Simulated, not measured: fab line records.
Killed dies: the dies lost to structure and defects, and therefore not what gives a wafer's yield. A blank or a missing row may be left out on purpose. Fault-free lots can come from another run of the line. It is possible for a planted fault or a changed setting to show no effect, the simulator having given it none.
Chamber matching :: flow n5_finfet :: N5_BEOL_M5_PRE_CLEAN_77 on cvd_co-02 has 3 sister chambers
The step time 15 s. 6 wafers are shown with their chamber, then 7 later ones without.

== EACH WAFER AND ITS CHAMBER ==
wafer: L984.6
chamber: 1
heater_power_w (W): 97

wafer: L985.2
chamber: 0
heater_power_w (W): 89

wafer: L985.6
chamber: 1
heater_power_w (W): 98

wafer: L990.5
chamber: 2
heater_power_w (W): 56

wafer: L997.1
chamber: 2
heater_power_w (W): 58

wafer: L997.4
chamber: 0
heater_power_w (W): 90

== WAFERS WHOSE CHAMBER IS MISSING ==
wafer: L997.5
heater_power_w (W): 58

wafer: L103.1
heater_power_w (W): 99

wafer: L103.2
heater_power_w (W): 57

wafer: L103.3
heater_power_w (W): 90

wafer: L104.2
heater_power_w (W): 57

wafer: L104.4
heater_power_w (W): 88

wafer: L104.6
heater_power_w (W): 57

== WHICH CHAMBER EACH WENT THROUGH ==
wafer: L997.5
from the rows above: 2
in truth: 2

wafer: L103.1
from the rows above: 1
in truth: 1

wafer: L103.2
from the rows above: 2
in truth: 2

wafer: L103.3
from the rows above: 0
in truth: 0

wafer: L104.2
from the rows above: 2
in truth: 2

wafer: L104.4
from the rows above: 0
in truth: 0

wafer: L104.6
from the rows above: 2
in truth: 2
Correct placement for 7 of the 7. Not placeable from these rows: 0. Wrongly placed: 0.
How it was worked out, from the rows above alone: a wafer's distance from a chamber is the root of the sum, over the readings, of the square of ((its reading less the chamber's mean) divided by the reading's scatter). If the next closest chamber is less than 2 further off than the closest, the wafer can't be placed; otherwise it belongs to the closest. For every chamber, the mean is computed from those of its wafers that are shown. The scatter: take each reading less its chamber's mean, square it, sum over the shown wafers, divide by the number of wafers less the number of chambers, and take the root.
